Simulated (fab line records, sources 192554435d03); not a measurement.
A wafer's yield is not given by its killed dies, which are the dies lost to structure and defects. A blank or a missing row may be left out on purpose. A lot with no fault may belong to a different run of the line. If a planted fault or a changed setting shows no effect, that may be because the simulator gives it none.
Code-filled problem report in 8D (eight disciplines) form ; flow n5-finfet ; the parts of the form that need people (team, actions taken, sign-off) are left out

1. PROBLEM STATEMENT
At N5_BEOL_M10_STRIP_77, chamber-pressure-mTorr averages 25.989 mTorr over 9 wafers from 3 lots, while fault-free wafers read 20.000 mTorr, standard deviation 0.02. So: +99 or more standard deviations from the usual mean.
The step: strips in N2/H2, time 10 s.
Earliest sighting: wafer L911.1 on rie-diel-04 at day 15 22:38. Wafers with a number at this step in the record: 33, from 12 lots. The rule behind "out" and "out of limits": a value lying over 4 standard deviations away from the usual mean. Any other wafer with a number is counted as sound.

2. WHAT IT IS; WHAT IT IS NOT
question;is;is not
which readings at this step;chamber-pressure-mTorr;bias-power-w, drypump-motor-current-A, oes-product-au, rf-vpp-V, showerhead-plenum-p-Torr, throttle-valve-pct
which lots;L911, L912, L914;L902, L903, L904, L905, L907, L919, L921, L923, L924
which wafers of those lots;all that have a number;-
read on which tools;rie-diel-04;rie-diel-01, rie-diel-05
when;from day 15 22:38;"up to then (14 sound wafers); but 10 sound wafers of L919, L921, L923, L924 came after"

3. WHAT RULES OUT EACH SUSPECT
Counting: a tool at a process step up to the reading stays a suspect if it ran every lot that is out and no sound lot after the first of them.
- rie-diel-04 at N5_BEOL_M10_STRIP_77 (strips in N2/H2, time 10 s): ruled out as a lasting fault. Sound lots L921 ran on it after its first lot that is out, L911 (day 15 22:38).
Left after counting: nothing in the record.

4. THE CAUSE (what the simulator had put in)
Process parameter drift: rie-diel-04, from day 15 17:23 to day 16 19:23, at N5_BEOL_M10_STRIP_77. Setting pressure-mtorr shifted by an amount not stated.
Counting ruled it out, wrongly.

5. THE CHAIN OF EFFECTS, in route order
Rows list readings where the struck wafers' mean (over those with a number) sits beyond 3 standard deviations from the usual. Scope: only readings with a usual standard deviation given in the record; hours: median across lots of the time from each lot's start at the first step in this table that gives one to its start at this step; sigmas: change in usual standard deviations.
hours;step;reading;usual;on struck wafers;change;sigmas
0;N5_BEOL_M10_STRIP_77;chamber-pressure-mTorr;20.000 mTorr;25.989;+5.989;+99 or more
Process steps it contains:
- N5_BEOL_M10_STRIP_77: strips in N2/H2, time 10 s.

6. WHAT WOULD HAVE CAUGHT IT SOONER
The fault began at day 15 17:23; the first out-of-limits reading in this record came at day 15 22:38, 5 hours later.
